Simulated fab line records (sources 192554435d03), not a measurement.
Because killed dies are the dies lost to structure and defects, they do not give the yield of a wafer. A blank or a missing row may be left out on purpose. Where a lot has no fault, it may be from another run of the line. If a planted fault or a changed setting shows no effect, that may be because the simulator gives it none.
Matching of chambers | flow n5Finfet | N5_BEOL_M15_ETCH_59 on rieDiel-01 has 3 sister chambers
The step etches BARC in N2/H2, target depth 89 nm, overetch 26.7 nm, time 67.9 s. 3 wafers are shown with their chamber, then 7 later ones without.

== WAFERS, EACH WITH ITS CHAMBER ==
wafer  | chamber | showerheadPlenumPTorr (Torr)
L086.4 | 2       | 2.62
L088.5 | 0       | 2.52
L088.6 | 1       | 2.51

== WAFERS WHOSE CHAMBER IS MISSING ==
wafer  | showerheadPlenumPTorr (Torr)
L091.3 | 2.52
L091.4 | 2.51
L091.6 | 2.52
L093.1 | 2.61
L093.4 | 2.50
L097.5 | 2.51
L097.6 | 2.50

== CHAMBER TAKEN BY EACH ==
wafer  | from the rows above     | in truth
L091.3 | can't be placed: 0 or 1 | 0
L091.4 | can't be placed: 1 or 0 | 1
L091.6 | can't be placed: 0 or 1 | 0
L093.1 | 2                       | 2
L093.4 | can't be placed: 1 or 0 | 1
L097.5 | can't be placed: 1 or 0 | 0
L097.6 | can't be placed: 1 or 0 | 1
Correct placement for 1 of the 7. Unplaceable from these rows: 6, with the true chamber sitting among the candidates in 6. Wrongly placed: 0.
How it was worked out, from the rows above alone: a wafer's distance from a chamber is the root of the sum, over the readings, of the square of ((its reading less the chamber's mean) divided by the reading's scatter). The wafer belongs to the nearest chamber; if the next one is less than 2 further off, it can't be placed. A chamber's mean is the mean of its shown wafers. The scatter: with one shown wafer a chamber, the root of the mean of the squares of how far each hidden wafer lies from its nearest shown one.
